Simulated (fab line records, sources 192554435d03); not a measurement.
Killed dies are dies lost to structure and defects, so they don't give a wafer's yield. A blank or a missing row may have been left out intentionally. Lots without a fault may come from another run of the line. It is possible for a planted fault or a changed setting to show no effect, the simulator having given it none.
fab line records	flow n5-finfet
record: lots: 24	wafers: 72	last-day: 17
route steps=1938 shown BEOL_M8@1385 BEOL_M9@1403 BEOL_M10@1512
lots untouched by any fault: they come from a run of this same line in which no faults occurred
start-h: hours from the record's first day to the start of the lot's first wafer shown	wait-h: hours elapsed since this lot's preceding step	" the same as in the row above	L1.1+2: one row covering several wafers at once	- no value present, or no start provided	* or withheld: withheld	< > ~ a bound
route shown NAME@n: names a module that has steps shown in the file, with the first one's number in the route	usual: average and standard deviation across the fault-free wafers	same: alike in all rows	chamber/n: place in a boat	sites: readings site by site	_std_site: standard deviation across them	_edge_site: outer sites' mean less inner sites'	radius-mm: for every site, how far away it sits from the centre of the wafer	mask NAME#n: copy n	behind: tool/chamber where the wafer was last shaped	hold: why the lot was held/for how many hours/how that ended	device: the n, p or np transistor that did not switch	end of line: the same wafers' tests at the end of the route	step lacking rows: just its recipe	killed: count of dies lost to structure and defects at first sort (not the wafer's yield)	map: the dies of a wafer, with x for killed, . for not killed, _ for no die there
set.NAME: setting as actually run; set.NAME@STEP: the setting as run at that earlier step	model.NAME: the simulator's own value behind a step, which no gauge read
a sample of lots followed through the steps of the route, with each step as a table and each wafer as a row
services: when a tool's chamber went out of use (start-h, in hours from the record's first day, below 0 if earlier), for how many hours, and the reason
== steps ==
step: N5_BEOL_M8_CD_MEAS_35
recipe: target-cd-nm: 40	polarity: opening
usual: cd-nm: 40.0/0.56
lot.wafer	tool	chamber	start-h	wait-h	cd-nm
L074.1	cd-sem-01	-	200.04	0.0	40.5
L074.2	"	-	"	"	40.2
L074.3	"	-	"	"	40.4
L075.2	cd-sem-01	-	204.57	0.0	40.2
L075.3	"	-	"	"	40.7
L075.6	"	-	"	"	39.9
L076.2	cd-sem-03	-	214.14	0.0	40.4
L076.5	"	-	"	"	40.4
L076.6	"	-	"	"	40.4
L077.1	cd-sem-03	-	214.32	0.0	40.1
L077.2	"	-	"	"	40.2
L077.5	"	-	"	"	39.9
L078.2	cd-sem-02	-	220.30	0.0	39.9
L078.4	"	-	"	"	39.7
L078.6	"	-	"	"	40.1
L079.1	cd-sem-01	-	228.14	0.0	39.8
L079.2	"	-	"	"	40.2
L079.4	"	-	"	"	39.8
L080.2	cd-sem-02	-	229.36	0.0	40.7
L080.3	"	-	"	"	39.8
L080.6	"	-	"	"	40.1
L082.2	cd-sem-02	-	241.91	0.0	40.4
L082.3	"	-	"	"	39.8
L082.6	"	-	"	"	39.6
L081.1	cd-sem-03	-	245.13	0.0	39.1
L081.3	"	-	"	"	39.2
L081.6	"	-	"	"	39.4
L083.3	cd-sem-03	-	251.48	0.0	40.1
L083.4	"	-	"	"	39.6
L083.5	"	-	"	"	41.2
L084.1	cd-sem-03	-	259.88	0.0	39.8
L084.2	"	-	"	"	41.0
L084.4	"	-	"	"	40.1
L086.2	cd-sem-03	-	265.18	0.0	38.7
L086.3	"	-	"	"	38.7
L086.4	"	-	"	"	38.4
L085.1	cd-sem-02	-	274.50	0.0	40.5
L085.4	"	-	"	"	40.9
L085.5	"	-	"	"	39.5
L087.4	cd-sem-03	-	274.77	0.0	41.1
L087.5	"	-	"	"	40.2
L087.6	"	-	"	"	40.7
L088.2	cd-sem-01	-	282.55	0.0	39.9
L088.4	"	-	"	"	40.1
L088.6	"	-	"	"	39.8
L089.2	cd-sem-01	-	282.63	0.0	38.6
L089.3	"	-	"	"	39.7
L089.6	"	-	"	"	39.5
L090.4	cd-sem-01	-	299.39	0.0	40.0
L090.5	"	-	"	"	39.8
L090.6	"	-	"	"	39.8
L091.1	cd-sem-02	-	305.94	0.0	39.8
L091.4	"	-	"	"	39.6
L091.5	"	-	"	"	39.5
L092.1	cd-sem-03	-	308.43	0.0	40.2
L092.2	"	-	"	"	40.2
L092.4	"	-	"	"	40.6
L093.1	cd-sem-02	-	311.61	0.0	40.1
L093.3	"	-	"	"	40.3
L093.4	"	-	"	"	40.6
L094.4	cd-sem-03	-	319.57	0.0	39.9
L094.5	"	-	"	"	39.3
L094.6	"	-	"	"	39.5
L095.2	cd-sem-01	-	327.62	0.0	39.6
L095.3	"	-	"	"	40.0
L095.5	"	-	"	"	40.1
L097.3	cd-sem-01	-	334.58	0.0	40.2
L097.4	"	-	"	"	40.1
L097.6	"	-	"	"	40.1
L096.1	cd-sem-01	-	338.53	0.0	39.1
L096.2	"	-	"	"	39.3
L096.3	"	-	"	"	39.9
step: N5_BEOL_M8_PRE_CLEAN_45
recipe: gas: H2/He	time-s: 30	temp-c: 250
usual: heater-power-w: 322/33
lot.wafer	tool	chamber	start-h	wait-h	heater-power-w
L074.1	pvd-sputter-02	-	200.44	0.0	358
L074.2	"	-	"	"	333
L074.3	"	-	"	"	323
L075.2	pvd-sputter-03	-	205.21	0.0	257
L075.3	"	-	"	"	297
L075.6	"	-	"	"	349
L076.2	pvd-sputter-01	-	214.73	0.0	370
L076.5	"	-	"	"	360
L076.6	"	-	"	"	305
L077.1	pvd-sputter-01	-	214.97	0.0	359
L077.2	"	-	"	"	308
L077.5	"	-	"	"	307
L078.2	pvd-sputter-03	-	222.57	0.0	332
L078.4	"	-	"	"	260
L078.6	"	-	"	"	258
L079.1	pvd-sputter-03	-	229.51	0.0	353
L079.2	"	-	"	"	291
L079.4	"	-	"	"	326
L080.2	pvd-sputter-02	-	230.62	0.0	325
L080.3	"	-	"	"	352
L080.6	"	-	"	"	315
L082.2	pvd-sputter-02	-	242.77	0.0	324
L082.3	"	-	"	"	354
L082.6	"	-	"	"	333
L081.1	pvd-sputter-03	-	246.83	0.0	354
L081.3	"	-	"	"	257
L081.6	"	-	"	"	334
L083.3	pvd-sputter-02	-	252.15	0.0	334
L083.4	"	-	"	"	357
L083.5	"	-	"	"	306
L084.1	pvd-sputter-03	-	260.50	0.0	345
L084.2	"	-	"	"	297
L084.4	"	-	"	"	330
L086.2	pvd-sputter-03	-	265.58	0.0	299
L086.3	"	-	"	"	325
L086.4	"	-	"	"	350
L085.1	pvd-sputter-02	-	274.97	0.0	351
L085.4	"	-	"	"	305
L085.5	"	-	"	"	334
L087.4	pvd-sputter-02	-	275.23	0.0	320
L087.5	"	-	"	"	320
L087.6	"	-	"	"	351
L088.2	pvd-sputter-03	-	282.98	0.0	355
L088.4	"	-	"	"	253
L088.6	"	-	"	"	302
L089.2	pvd-sputter-02	-	283.41	0.0	333
L089.3	"	-	"	"	349
L089.6	"	-	"	"	327
L090.4	pvd-sputter-01	-	299.93	0.0	372
L090.5	"	-	"	"	375
L090.6	"	-	"	"	300
L091.1	pvd-sputter-03	-	307.22	0.0	292
L091.4	"	-	"	"	324
L091.5	"	-	"	"	322
L092.1	pvd-sputter-01	-	309.29	0.0	372
L092.2	"	-	"	"	320
L092.4	"	-	"	"	374
L093.1	pvd-sputter-01	-	312.33	0.0	369
L093.3	"	-	"	"	301
L093.4	"	-	"	"	311
L094.4	pvd-sputter-01	-	320.27	0.0	360
L094.5	"	-	"	"	371
L094.6	"	-	"	"	307
L095.2	pvd-sputter-01	-	328.13	0.0	367
L095.3	"	-	"	"	303
L095.5	"	-	"	"	316
L097.3	pvd-sputter-01	-	335.13	0.0	305
L097.4	"	-	"	"	375
L097.6	"	-	"	"	313
L096.1	pvd-sputter-03	-	339.28	0.0	345
L096.2	"	-	"	"	297
L096.3	"	-	"	"	261
step: N5_BEOL_M9_THK_MEAS_01
recipe: reads: SiCOH_lowk_of_BEOL_M9_ILD_DEP_00
usual: M9_ILD_THK: 266/3.3
lot.wafer	tool	chamber	start-h	wait-h	M9_ILD_THK[nm]
L074.1	film-metro-02	-	202.96	0.4	266
L074.2	"	-	"	"	267
L074.3	"	-	"	"	270
L075.2	film-metro-01	-	208.56	0.4	261
L075.3	"	-	"	"	266
L075.6	"	-	"	"	265
L076.2	film-metro-02	-	216.98	0.4	266
L076.5	"	-	"	"	270
L076.6	"	-	"	"	268
L077.1	film-metro-01	-	217.17	0.4	261
L077.2	"	-	"	"	263
L077.5	"	-	"	"	267
L078.2	film-metro-02	-	224.76	0.4	265
L078.4	"	-	"	"	264
L078.6	"	-	"	"	265
L079.1	film-metro-02	-	232.11	0.4	264
L079.2	"	-	"	"	258
L079.4	"	-	"	"	263
L080.2	film-metro-02	-	234.51	0.4	263
L080.3	"	-	"	"	262
L080.6	"	-	"	"	267
L082.2	film-metro-02	-	247.70	0.4	261
L082.3	"	-	"	"	260
L082.6	"	-	"	"	270
L081.1	film-metro-02	-	250.58	0.4	266
L081.3	"	-	"	"	263
L081.6	"	-	"	"	265
L083.3	film-metro-02	-	255.33	0.3	264
L083.4	"	-	"	"	269
L083.5	"	-	"	"	268
L084.1	film-metro-02	-	262.90	0.4	261
L084.2	"	-	"	"	265
L084.4	"	-	"	"	269
L086.2	film-metro-02	-	268.19	0.4	267
L086.3	"	-	"	"	267
L086.4	"	-	"	"	267
L085.1	film-metro-01	-	279.02	0.4	262
L085.4	"	-	"	"	271
L085.5	"	-	"	"	268
L087.4	film-metro-01	-	279.08	0.2	268
L087.5	"	-	"	"	270
L087.6	"	-	"	"	264
L088.2	film-metro-02	-	285.69	0.4	268
L088.4	"	-	"	"	267
L088.6	"	-	"	"	267
L089.2	film-metro-01	-	285.86	0.4	268
L089.3	"	-	"	"	269
L089.6	"	-	"	"	267
L090.4	film-metro-02	-	302.16	0.2	269
L090.5	"	-	"	"	267
L090.6	"	-	"	"	269
L091.1	film-metro-02	-	309.92	0.4	266
L091.4	"	-	"	"	270
L091.5	"	-	"	"	273
L092.1	film-metro-01	-	313.54	0.4	261
L092.2	"	-	"	"	261
L092.4	"	-	"	"	269
L093.1	film-metro-02	-	314.75	0.4	265
L093.3	"	-	"	"	262
L093.4	"	-	"	"	269
L094.4	film-metro-02	-	323.29	0.4	268
L094.5	"	-	"	"	269
L094.6	"	-	"	"	269
L095.2	film-metro-02	-	330.42	0.4	265
L095.3	"	-	"	"	268
L095.5	"	-	"	"	273
L097.3	film-metro-01	-	337.84	0.3	269
L097.4	"	-	"	"	270
L097.6	"	-	"	"	268
L096.1	film-metro-01	-	342.57	0.8	261
L096.2	"	-	"	"	266
L096.3	"	-	"	"	266
step: N5_BEOL_M10_TRENCH_ETCH_37
recipe: chemistry: C4F6/O2	target-depth-a: 1488.3	target: SiCOH_lowk	time-s: 48	ion-energy-ev: 250	pressure-mtorr: 30	source-w: 345	bias-w: 185	Ar_flow_sccm: 300	C4F6_flow_sccm: 10	O2_flow_sccm: 10
usual: drypump-motor-current-A: 5.9/0.37	oes-product-au: 0.82/0.084	rf-vpp-V: 666/12	showerhead-plenum-p-Torr: 2.86/0.064	throttle-valve-pct: 20.96/0.25
lot.wafer	tool	chamber	start-h	wait-h	drypump-motor-current-A	oes-product-au	rf-hours-counter-h	rf-vpp-V	showerhead-plenum-p-Torr	throttle-valve-pct
L074.1	rie-diel-04	3	-	-	5.2	0.70	245	667	2.80	21.32
L074.2	"	0	"	"	5.9	0.89	31	654	2.89	20.38
L074.3	"	1	"	"	6.6	0.81	74	655	2.77	20.88
L075.2	rie-diel-01	3	-	-	5.6	0.79	140	679	2.87	21.38
L075.3	"	1	"	"	5.8	0.93	28	669	2.90	20.86
L075.6	"	0	"	"	5.9	0.69	-	659	2.69	21.23
L076.2	rie-diel-02	3	-	-	5.7	0.69	235	683	2.93	21.02
L076.5	"	3	"	"	5.6	0.69	-	680	2.93	21.03
L076.6	"	0	"	"	5.9	0.74	-	660	2.82	21.08
L077.1	rie-diel-01	3	-	-	5.6	0.80	144	677	2.87	21.38
L077.2	"	1	"	"	5.8	0.91	33	670	2.90	20.87
L077.5	"	2	"	"	6.5	0.92	-	686	2.91	20.71
L078.2	rie-diel-02	1	-	-	6.3	0.83	55	657	2.90	21.09
L078.4	"	0	"	"	5.9	0.74	-	659	2.82	21.07
L078.6	"	1	"	"	6.3	0.83	-	655	2.90	21.07
L079.1	rie-diel-04	1	-	-	6.6	0.80	87	655	2.76	20.90
L079.2	"	2	"	"	5.4	0.97	5	661	2.92	20.93
L079.4	"	1	"	"	6.6	0.80	-	654	2.76	20.90
L080.2	rie-diel-02	1	-	-	6.3	0.84	60	655	2.90	21.11
L080.3	"	0	"	"	5.9	0.74	187	658	2.82	21.08
L080.6	"	3	"	"	5.7	0.69	-	682	2.92	21.04
L082.2	rie-diel-04	2	-	-	5.4	0.95	10	662	2.92	20.93
L082.3	"	0	"	"	5.9	0.88	51	654	2.88	20.42
L082.6	"	2	"	"	5.4	0.95	-	662	2.92	20.95
L081.1	rie-diel-02	2	-	-	6.0	0.77	120	650	2.86	20.64
L081.3	"	0	"	"	5.9	0.73	196	659	2.81	21.08
L081.6	"	0	"	"	5.9	0.73	-	659	2.81	21.11
L083.3	rie-diel-02	2	-	-	6.0	0.76	120	651	2.86	20.64
L083.4	"	1	"	"	6.3	0.82	-	656	2.90	21.11
L083.5	"	0	"	"	5.9	0.73	-	660	2.81	21.10
L084.1	rie-diel-01	2	-	-	6.5	0.88	37	686	2.90	20.72
L084.2	"	0	"	"	5.9	0.67	248	659	2.68	21.25
L084.4	"	3	"	"	5.6	0.77	160	677	2.86	21.40
L086.2	rie-diel-01	2	-	-	6.5	0.89	38	687	2.90	20.72
L086.3	"	0	"	"	6.0	0.68	249	660	2.68	21.24
L086.4	"	1	"	"	5.8	0.89	50	669	2.90	20.87
L085.1	rie-diel-01	1	-	-	5.8	0.87	57	669	2.89	20.90
L085.4	"	2	"	"	6.4	0.86	-	686	2.90	20.73
L085.5	"	3	"	"	5.6	0.77	-	677	2.86	21.42
L087.4	rie-diel-04	0	-	-	5.9	0.85	64	654	2.88	20.44
L087.5	"	2	"	"	5.4	0.93	-	661	2.91	20.96
L087.6	"	1	"	"	6.6	0.77	-	655	2.75	20.92
L088.2	rie-diel-04	1	-	-	6.6	0.78	108	655	2.75	20.95
L088.4	"	0	"	"	5.8	0.85	66	654	2.88	20.42
L088.6	"	1	"	"	6.6	0.78	-	654	2.75	20.92
L089.2	rie-diel-02	3	-	-	5.6	0.98	4	681	2.92	20.70
L089.3	"	1	"	"	6.3	0.81	80	657	2.89	21.14
L089.6	"	2	"	"	6.0	0.75	-	651	2.85	20.67
L090.4	rie-diel-02	1	-	-	6.3	0.80	87	657	2.89	21.14
L090.5	"	3	"	"	5.6	0.95	-	682	2.91	20.72
L090.6	"	2	"	"	6.0	0.75	-	650	2.85	20.68
L091.1	rie-diel-01	2	-	-	6.4	0.86	58	685	2.89	20.76
L091.4	"	0	"	"	5.9	0.96	3	669	3.01	20.91
L091.5	"	2	"	"	6.5	0.85	-	686	2.89	20.76
L092.1	rie-diel-01	2	-	-	6.5	0.85	60	685	2.89	20.76
L092.2	"	1	"	"	5.8	0.86	72	668	2.88	20.93
L092.4	"	3	"	"	5.6	0.76	179	676	2.85	21.42
L093.1	rie-diel-04	0	-	-	5.9	0.84	77	653	2.87	20.45
L093.3	"	3	"	"	5.2	0.90	29	668	2.78	21.11
L093.4	"	2	"	"	5.4	0.90	31	660	2.91	20.98
L094.4	rie-diel-01	0	-	-	5.9	0.94	8	670	3.01	20.89
L094.5	"	3	"	"	5.6	0.76	-	678	2.85	21.43
L094.6	"	0	"	"	5.9	0.94	-	671	3.01	20.91
L095.2	rie-diel-02	2	-	-	6.0	0.75	147	651	2.85	20.68
L095.3	"	3	"	"	5.6	0.93	19	682	2.91	20.75
L095.5	"	1	"	"	6.2	0.79	-	656	2.88	21.15
L097.3	rie-diel-01	3	-	-	5.6	0.75	187	677	2.85	21.43
L097.4	"	2	"	"	6.5	0.84	67	685	2.89	20.76
L097.6	"	1	"	"	5.8	0.84	-	670	2.88	20.94
L096.1	rie-diel-02	1	-	-	6.3	0.79	100	655	2.88	21.15
L096.2	"	3	"	"	5.6	0.92	24	681	2.91	20.74
L096.3	"	0	"	"	5.9	0.71	229	659	2.80	21.15
step: N5_BEOL_M10_CURE_72
recipe: temp-c: 370	time-s: 120	ambient: DMADMS/He	material: SiCOH_lowk
usual: lamp-power-pct: 52.32/0.056	wafer_temp_C_max: 371.9/0.54
lot.wafer	tool	chamber	start-h	wait-h	lamp-power-pct	wafer_temp_C_max
L074.1	uv-cure-03	2	214.69	0.3	52.25	371.7
L074.2	"	2	"	"	52.35	371.5
L074.3	"	2	"	"	52.19	372.0
L075.2	uv-cure-01	2	218.25	0.1	52.37	372.1
L075.3	"	2	"	"	52.37	371.3
L075.6	"	2	"	"	52.33	372.0
L076.2	uv-cure-03	2	230.57	0.7	52.33	372.2
L076.5	"	2	"	"	52.25	371.9
L076.6	"	2	"	"	52.23	372.2
L077.1	uv-cure-03	1	230.82	1.0	52.46	371.3
L077.2	"	1	"	"	52.37	370.8
L077.5	"	1	"	"	52.33	371.3
L078.2	uv-cure-03	0	236.16	0.6	52.29	371.6
L078.4	"	0	"	"	52.19	371.7
L078.6	"	0	"	"	52.34	371.1
L079.1	uv-cure-03	0	244.55	0.4	52.27	372.1
L079.2	"	0	"	"	52.36	371.1
L079.4	"	0	"	"	52.36	371.8
L080.2	uv-cure-03	0	245.86	1.1	52.31	372.1
L080.3	"	0	"	"	52.35	371.1
L080.6	"	0	"	"	52.32	371.4
L082.2	uv-cure-01	0	260.32	0.1	52.35	373.0
L082.3	"	0	"	"	52.41	371.8
L082.6	"	0	"	"	52.26	372.2
L081.1	uv-cure-03	2	265.03	0.0	52.24	372.1
L081.3	"	2	"	"	52.37	371.3
L081.6	"	2	"	"	52.30	371.8
L083.3	uv-cure-02	0	265.62	0.2	52.35	372.0
L083.4	"	0	"	"	52.38	372.6
L083.5	"	0	"	"	52.31	372.5
L084.1	uv-cure-02	2	274.53	0.0	52.24	372.1
L084.2	"	2	"	"	52.25	372.2
L084.4	"	2	"	"	52.30	371.6
L086.2	uv-cure-03	0	277.15	0.1	52.35	371.5
L086.3	"	0	"	"	52.30	371.0
L086.4	"	0	"	"	52.27	371.8
L085.1	uv-cure-03	0	293.83	0.1	52.29	371.8
L085.4	"	0	"	"	52.31	371.5
L085.5	"	0	"	"	52.22	371.3
L087.4	uv-cure-03	0	294.28	0.4	52.39	372.2
L087.5	"	0	"	"	52.33	372.4
L087.6	"	0	"	"	52.29	371.7
L088.2	uv-cure-01	0	297.06	0.1	52.30	372.3
L088.4	"	0	"	"	52.27	372.5
L088.6	"	0	"	"	52.25	373.0
L089.2	uv-cure-03	1	297.10	0.1	52.23	370.4
L089.3	"	1	"	"	52.37	370.9
L089.6	"	1	"	"	52.35	370.9
L090.4	uv-cure-03	2	316.01	0.2	52.32	371.8
L090.5	"	2	"	"	52.35	371.9
L090.6	"	2	"	"	52.31	372.4
L091.1	uv-cure-03	2	322.21	0.0	52.36	372.1
L091.4	"	2	"	"	52.41	371.6
L091.5	"	2	"	"	52.37	371.9
L092.1	uv-cure-02	2	327.67	0.0	52.30	371.8
L092.2	"	2	"	"	52.34	372.1
L092.4	"	2	"	"	52.30	372.1
L093.1	uv-cure-02	1	328.45	0.0	52.39	373.0
L093.3	"	1	"	"	52.41	372.9
L093.4	"	1	"	"	52.33	372.8
L094.4	uv-cure-02	1	338.75	0.6	52.32	371.9
L094.5	"	1	"	"	52.25	371.9
L094.6	"	1	"	"	52.24	372.4
L095.2	uv-cure-02	1	342.03	0.1	52.38	373.2
L095.3	"	1	"	"	52.28	372.5
L095.5	"	1	"	"	52.18	372.3
L097.3	uv-cure-01	2	351.90	0.2	52.29	371.6
L097.4	"	2	"	"	52.29	371.5
L097.6	"	2	"	"	52.22	371.5
L096.1	uv-cure-02	1	354.15	0.0	52.31	372.3
L096.2	"	1	"	"	52.39	372.3
L096.3	"	1	"	"	52.35	372.1
step: N5_BEOL_M10_DEP_56
recipe: material: SiCN	target-thk-a: 150	temp-c: withheld	precursor: 3MS/NH3	pressure-torr: 3	rf-w: 202	time-s: 26.5
usual: showerhead-plenum-p-Torr: 3.663/0.014	throttle-valve-pct: 9.1/0.47
lot.wafer	tool	chamber	start-h	wait-h	showerhead-plenum-p-Torr	throttle-valve-pct
L074.1	pecvd-04	0	216.53	0.0	3.648	9.8
L074.2	"	2	"	"	3.656	9.0
L074.3	"	1	"	"	3.659	9.4
L075.2	pecvd-03	0	221.15	0.0	3.688	8.6
L075.3	"	2	"	"	3.649	9.1
L075.6	"	1	"	"	3.673	9.8
L077.1	pecvd-03	0	234.32	0.0	3.680	8.9
L077.2	"	2	"	"	3.630	9.1
L077.5	"	0	"	"	3.667	8.9
L076.2	pecvd-04	1	234.41	0.0	3.663	9.2
L076.5	"	0	"	"	3.644	9.9
L076.6	"	1	"	"	3.652	9.1
L078.2	pecvd-03	2	239.25	0.0	3.649	8.7
L078.4	"	2	"	"	3.643	9.4
L078.6	"	0	"	"	3.685	8.8
L079.1	pecvd-01	2	247.43	0.0	3.675	8.4
L079.2	"	0	"	"	3.655	9.1
L079.4	"	0	"	"	3.652	8.7
L080.2	pecvd-04	1	248.64	0.0	3.655	8.9
L080.3	"	0	"	"	3.648	9.7
L080.6	"	1	"	"	3.659	9.2
L082.2	pecvd-04	0	262.36	0.0	3.662	9.9
L082.3	"	2	"	"	3.649	8.2
L082.6	"	0	"	"	3.654	9.6
L081.1	pecvd-01	2	267.74	0.0	3.670	8.7
L081.3	"	0	"	"	3.654	8.7
L081.6	"	2	"	"	3.675	8.9
L083.3	pecvd-01	0	268.18	0.0	3.656	8.7
L083.4	"	2	"	"	3.666	8.6
L083.5	"	0	"	"	3.657	8.6
L084.1	pecvd-01	2	278.29	0.0	3.674	8.5
L084.2	"	1	"	"	3.671	9.0
L084.4	"	2	"	"	3.665	8.6
L086.2	pecvd-03	2	278.91	0.0	3.640	9.1
L086.3	"	1	"	"	3.683	9.6
L086.4	"	2	"	"	3.639	9.1
L085.1	pecvd-01	1	295.85	0.0	3.666	8.9
L085.4	"	1	"	"	3.655	9.2
L085.5	"	0	"	"	3.653	8.6
L087.4	pecvd-03	0	296.18	0.0	3.682	8.9
L087.5	"	1	"	"	3.673	9.5
L087.6	"	2	"	"	3.646	8.9
L088.2	pecvd-03	1	299.81	0.0	3.683	9.5
L088.4	"	0	"	"	3.691	8.7
L088.6	"	2	"	"	3.643	9.4
L089.2	pecvd-04	2	299.97	0.0	3.659	8.0
L089.3	"	1	"	"	3.658	8.9
L089.6	"	0	"	"	3.646	9.9
L090.4	pecvd-03	1	318.37	0.0	3.678	9.5
L090.5	"	2	"	"	3.644	9.5
L090.6	"	0	"	"	3.687	8.9
L091.1	pecvd-03	1	324.55	0.0	3.676	9.7
L091.4	"	0	"	"	3.686	8.7
L091.5	"	2	"	"	3.636	8.7
L092.1	pecvd-04	2	329.88	0.0	3.647	8.4
L092.2	"	0	"	"	3.658	9.8
L092.4	"	0	"	"	3.656	10.0
L093.1	pecvd-03	0	331.84	0.0	3.687	9.0
L093.3	"	2	"	"	3.646	9.0
L093.4	"	0	"	"	3.683	8.7
L094.4	pecvd-03	2	340.94	0.0	3.641	9.3
L094.5	"	0	"	"	3.693	9.0
L094.6	"	1	"	"	3.674	9.5
L095.2	pecvd-01	1	344.01	0.0	3.678	8.9
L095.3	"	1	"	"	3.661	9.1
L095.5	"	1	"	"	3.678	9.1
L097.3	pecvd-04	2	354.08	0.0	3.659	8.1
L097.4	"	2	"	"	3.659	8.6
L097.6	"	1	"	"	3.664	9.1
L096.1	pecvd-01	0	357.51	0.0	3.664	8.7
L096.2	"	1	"	"	3.668	9.2
L096.3	"	2	"	"	3.669	8.4
== services ==
tool	chamber	start-h	hours	kind
pecvd-03	1	204.64	2.1	scheduled-down
pecvd-01	1	216.41	5.0	repair
uv-cure-01	-	226.58	28.1	pm
rie-diel-02	2	231.84	21.6	repair
pecvd-03	-	254.60	0.9	repair
uv-cure-01	-	254.68	1.0	pm
pecvd-04	1	258.07	2.8	repair
rie-diel-02	3	264.19	-	clean
rie-diel-02	3	264.19	-	consumable-replace:focus-ring
rie-diel-02	3	264.19	19.1	scheduled-down
rie-diel-02	3	264.19	19.1	vent-cycle
rie-diel-04	2	265.77	9.3	repair
uv-cure-03	-	269.52	7.5	pm
pecvd-04	-	277.54	5.4	repair
uv-cure-01	-	284.06	7.5	pm
rie-diel-01	0	286.63	-	clean
rie-diel-01	0	286.63	-	consumable-replace:focus-ring
rie-diel-01	0	286.63	-	consumable-replace:showerhead
uv-cure-02	-	296.95	4.5	pm
pecvd-03	1	308.67	4.0	repair
pecvd-03	-	321.24	0.5	repair
pecvd-01	0	334.50	3.8	repair
uv-cure-02	-	345.33	0.3	repair
pecvd-03	1	349.27	5.5	scheduled-down
== key ==
fault none
